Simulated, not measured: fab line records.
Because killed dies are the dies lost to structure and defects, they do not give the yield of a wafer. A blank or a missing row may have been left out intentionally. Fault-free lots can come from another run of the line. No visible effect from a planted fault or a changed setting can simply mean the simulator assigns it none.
Chamber matching + flow n5 finfet + N5_BEOL_M0_SAQP_SPACER1_ALD_98 on ald sin-02 has 4 sister chambers
The step deposits SiO2, target thk 12.8 nm, pulse time 1 s, purge time 2 s. 8 wafers are shown with their chamber, then 8 later ones without.

EACH WAFER AND ITS CHAMBER
| wafer  | chamber | heater power w (W) | precursor pulse height rel |
|--------|---------|--------------------|----------------------------|
| L954.2 | 0       | 467                | 0.982                      |
| L956.3 | 2       | 468                | 1.005                      |
| L961.1 | 1       | 440                | 0.996                      |
| L961.5 | 2       | 477                | 1.003                      |
| L963.1 | 0       | 459                | 0.980                      |
| L963.3 | 3       | 549                | 1.000                      |
| L963.5 | 3       | 558                | 0.982                      |
| L964.1 | 1       | 442                | 0.982                      |

WAFERS MISSING THEIR CHAMBER
| wafer  | heater power w (W) | precursor pulse height rel |
|--------|--------------------|----------------------------|
| L964.2 | 470                | 0.978                      |
| L964.3 | 470                | 0.985                      |
| L970.1 | 429                | 1.020                      |
| L970.3 | 571                | 1.006                      |
| L970.5 | 430                | 0.977                      |
| L972.2 | 463                | 1.030                      |
| L972.3 | 567                | 1.035                      |
| L972.5 | 433                | 1.022                      |

CHAMBER TAKEN BY EACH
| wafer  | from the rows above     | in truth                   |
|--------|-------------------------|----------------------------|
| L964.2 | can't be placed: 0 or 2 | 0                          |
| L964.3 | can't be placed: 0 or 2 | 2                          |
| L970.1 | 1                       | 1                          |
| L970.3 | 3                       | 3                          |
| L970.5 | 1                       | 1                          |
| L972.2 | 2                       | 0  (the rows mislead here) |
| L972.3 | 3                       | 3                          |
| L972.5 | 1                       | 1                          |
5 of 8 placed correctly. These rows do not allow placing 2 (true chamber among the candidates in 2). Placed wrongly: 1.
How it was worked out, from the rows above alone: a wafer's distance from a chamber is the root of the sum, over the readings, of the square of ((its reading less the chamber's mean) divided by the reading's scatter). The wafer belongs to the nearest chamber; if the next one is less than 2 further off, it can't be placed. A chamber's mean is the mean of its shown wafers. How the scatter is found: for the shown wafers, subtract from each reading the mean of its chamber, square and add these, divide the total by (wafers less chambers), then take the root.
